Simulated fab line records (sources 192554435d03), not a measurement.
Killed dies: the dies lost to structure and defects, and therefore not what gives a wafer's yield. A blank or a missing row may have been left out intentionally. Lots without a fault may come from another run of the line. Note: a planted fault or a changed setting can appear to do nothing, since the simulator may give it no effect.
Split-lot experiment / flow n5-finfet / on a route of 1938 steps: 7 lots, 21 wafers read

## ABOUT THE SPLIT
At N5_FIN_SAQP_COAT_49 (time 60 s, resist thk 100 nm), the setting spin-rpm was moved away from the recipe's 1500 rpm on 6 of the 21 wafers read, by +4.1% to +9.3%. All remaining wafers had this setting at the recipe value.

## FROM THE SPLIT TO THE READING: what the file shows between them, 10 steps
- N5_FIN_SAQP_EXPOSE_13: exposes mask FIN CORE, target cd 35.6 nm (also split here: dose-mj)
- N5_FIN_SAQP_PEB_14: peb time 60 s
- N5_FIN_SAQP_DEVELOP_15: develop time 30 s
- N5_FIN_SAQP_CD_MEAS_16: target cd 35.6 nm
- N5_FIN_SAQP_DESCUM_21: chemistry O2, time 7.9 s
- N5_FIN_SAQP_ETCH_51: etches SiARC in CF4, target depth 45.5 nm, time 75.8 s
- N5_FIN_SAQP_ETCH_52: etches SOC in N2/H2, target depth 100 nm, overetch 20 nm, time 150 s
- N5_FIN_SAQP_STRIP_53: strips in N2/H2
- N5_FIN_SAQP_HM_OPEN_73: chemistry CHF3/O2, target SiO2, stops on a-Si, target depth 12 nm, time 16.8 s
- N5_FIN_SAQP_STRIP_74: strips in CHF3/O2

## THE READING
SOC_of_FIN_SAQP_COAT_49.thk-nm (the simulator's own value, which no gauge read), in nm, at N5_FIN_SAQP_MANDREL_ETCH_22 (etches a-Si in HBr/Cl2, stops on SiNx, target depth 60 nm, bt time 10 s, time 30 s). There is no usual value for it anywhere in the file. Here, 15 wafers ran the recipe; their average is 75.89 nm with a standard deviation of 0.45 nm.

wafer=L077.1; tool, chamber at the split=litho-track-05, 0; spin-rpm as run, rpm=1600; against the recipe=+6.7%; SOC_of_FIN_SAQP_COAT_49.thk-nm, nm=72.09; against lot-mates on the recipe=-3.49
wafer=L077.3; tool, chamber at the split=litho-track-05, 0; spin-rpm as run, rpm=1500; against the recipe=recipe; SOC_of_FIN_SAQP_COAT_49.thk-nm, nm=75.58; against lot-mates on the recipe=-
wafer=L077.4; tool, chamber at the split=litho-track-05, 0; spin-rpm as run, rpm=1600; against the recipe=+6.7%; SOC_of_FIN_SAQP_COAT_49.thk-nm, nm=71.92; against lot-mates on the recipe=-3.66
wafer=L080.1; tool, chamber at the split=litho-track-03, 0; spin-rpm as run, rpm=1500; against the recipe=recipe; SOC_of_FIN_SAQP_COAT_49.thk-nm, nm=75.52; against lot-mates on the recipe=-
wafer=L080.3; tool, chamber at the split=litho-track-03, 0; spin-rpm as run, rpm=1500; against the recipe=recipe; SOC_of_FIN_SAQP_COAT_49.thk-nm, nm=75.71; against lot-mates on the recipe=-
wafer=L080.4; tool, chamber at the split=litho-track-03, 0; spin-rpm as run, rpm=1500; against the recipe=recipe; SOC_of_FIN_SAQP_COAT_49.thk-nm, nm=75.49; against lot-mates on the recipe=-
wafer=L082.1; tool, chamber at the split=litho-track-01, 0; spin-rpm as run, rpm=1500; against the recipe=recipe; SOC_of_FIN_SAQP_COAT_49.thk-nm, nm=75.86; against lot-mates on the recipe=-
wafer=L082.4; tool, chamber at the split=litho-track-01, 0; spin-rpm as run, rpm=1639; against the recipe=+9.3%; SOC_of_FIN_SAQP_COAT_49.thk-nm, nm=71.75; against lot-mates on the recipe=-4.45
wafer=L082.6; tool, chamber at the split=litho-track-01, 0; spin-rpm as run, rpm=1500; against the recipe=recipe; SOC_of_FIN_SAQP_COAT_49.thk-nm, nm=76.54; against lot-mates on the recipe=-
wafer=L086.2; tool, chamber at the split=litho-track-03, 0; spin-rpm as run, rpm=1500; against the recipe=recipe; SOC_of_FIN_SAQP_COAT_49.thk-nm, nm=76.14; against lot-mates on the recipe=-
wafer=L086.4; tool, chamber at the split=litho-track-03, 0; spin-rpm as run, rpm=1595; against the recipe=+6.3%; SOC_of_FIN_SAQP_COAT_49.thk-nm, nm=74.05; against lot-mates on the recipe=-1.81
wafer=L086.6; tool, chamber at the split=litho-track-03, 0; spin-rpm as run, rpm=1500; against the recipe=recipe; SOC_of_FIN_SAQP_COAT_49.thk-nm, nm=75.58; against lot-mates on the recipe=-
wafer=L091.1; tool, chamber at the split=litho-track-01, 0; spin-rpm as run, rpm=1500; against the recipe=recipe; SOC_of_FIN_SAQP_COAT_49.thk-nm, nm=76.81; against lot-mates on the recipe=-
wafer=L091.2; tool, chamber at the split=litho-track-01, 0; spin-rpm as run, rpm=1500; against the recipe=recipe; SOC_of_FIN_SAQP_COAT_49.thk-nm, nm=75.1; against lot-mates on the recipe=-
wafer=L091.3; tool, chamber at the split=litho-track-01, 0; spin-rpm as run, rpm=1500; against the recipe=recipe; SOC_of_FIN_SAQP_COAT_49.thk-nm, nm=75.86; against lot-mates on the recipe=-
wafer=L094.3; tool, chamber at the split=litho-track-01, 0; spin-rpm as run, rpm=1500; against the recipe=recipe; SOC_of_FIN_SAQP_COAT_49.thk-nm, nm=75.91; against lot-mates on the recipe=-
wafer=L094.5; tool, chamber at the split=litho-track-01, 0; spin-rpm as run, rpm=1500; against the recipe=recipe; SOC_of_FIN_SAQP_COAT_49.thk-nm, nm=76.12; against lot-mates on the recipe=-
wafer=L094.6; tool, chamber at the split=litho-track-01, 0; spin-rpm as run, rpm=1500; against the recipe=recipe; SOC_of_FIN_SAQP_COAT_49.thk-nm, nm=75.57; against lot-mates on the recipe=-
wafer=L095.2; tool, chamber at the split=litho-track-05, 0; spin-rpm as run, rpm=1500; against the recipe=recipe; SOC_of_FIN_SAQP_COAT_49.thk-nm, nm=76.53; against lot-mates on the recipe=-
wafer=L095.3; tool, chamber at the split=litho-track-05, 0; spin-rpm as run, rpm=1562; against the recipe=+4.1%; SOC_of_FIN_SAQP_COAT_49.thk-nm, nm=73.55; against lot-mates on the recipe=-2.98
wafer=L095.6; tool, chamber at the split=litho-track-05, 0; spin-rpm as run, rpm=1562; against the recipe=+4.1%; SOC_of_FIN_SAQP_COAT_49.thk-nm, nm=74.27; against lot-mates on the recipe=-2.26

FIT RESULTS
A straight line over all 21 wafers: SOC_of_FIN_SAQP_COAT_49.thk-nm changes by -0.474 nm for each +1% of spin-rpm; r = -0.94; the points scatter about the line by 0.55 nm.
The same after taking each lot's own level away (the mean of its wafers on the recipe; 21 wafers): -0.486 nm for each +1%; r = -0.95; scatter 0.51 nm.
Per that fit: largest spin-rpm move, reading shift of 4.5 nm.
Measured against the standard deviation above, the lots' own levels, which go from 75.573 to 76.530 nm, span 2.1 times it.
The two slopes agree, so the slope changes little with the lot-to-lot level.
Check: -4.57 nm against its lot-mates is what the line predicts for one of the wafers moved furthest among these (+9.3%) when that wafer is left out of the fit. It came out at -4.45 nm against them.

## THE OTHER SPLITS THESE WAFERS WENT THROUGH
Note: prior to the reading, these wafers also went through further splits. Each is held against what the fit with the lots' levels taken away leaves over:
other split on the same wafers=N5_WELL_APT_EXPOSE_05 dose-mj; wafers away from the commonest value=7; r with SOC_of_FIN_SAQP_COAT_49.thk-nm (lot level and that fit taken away)=-0.01
other split on the same wafers=N5_WELL_APT_DEVELOP_07 develop-time-s; wafers away from the commonest value=7; r with SOC_of_FIN_SAQP_COAT_49.thk-nm (lot level and that fit taken away)=+0.11
other split on the same wafers=N5_FIN_SAQP_EXPOSE_13 dose-mj; wafers away from the commonest value=7; r with SOC_of_FIN_SAQP_COAT_49.thk-nm (lot level and that fit taken away)=+0.23

## THE WHOLE CHAIN: every reading that the file lists as answering this split, in the file's order
step=N5_FIN_SAQP_COAT_49; what it does=time 60 s, resist thk 100 nm; reading=SOC_of_FIN_SAQP_COAT_49.thk-nm (the simulator's own value, which no gauge read); change (the file's fit)=-0.491 nm for each +1% of the setting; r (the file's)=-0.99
step=N5_FIN_SAQP_ETCH_52; what it does=etches SOC in N2/H2, target depth 100 nm, overetch 20 nm, time 150 s; reading=etch.depth-nm (the simulator's own value, which no gauge read); change (the file's fit)=-0.491 nm for each +1% of the setting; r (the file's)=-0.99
step=N5_FIN_SAQP_MANDREL_ETCH_22; what it does=etches a-Si in HBr/Cl2, stops on SiNx, target depth 60 nm, bt time 10 s, time 30 s; reading=SOC_of_FIN_SAQP_COAT_49.thk-nm (the simulator's own value, which no gauge read); change (the file's fit)=-0.466 nm for each +1% of the setting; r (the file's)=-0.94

## THE FILE'S OWN FIT
SOC_of_FIN_SAQP_COAT_49.thk-nm changes by -0.466 nm for each +1% of spin-rpm, r = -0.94.
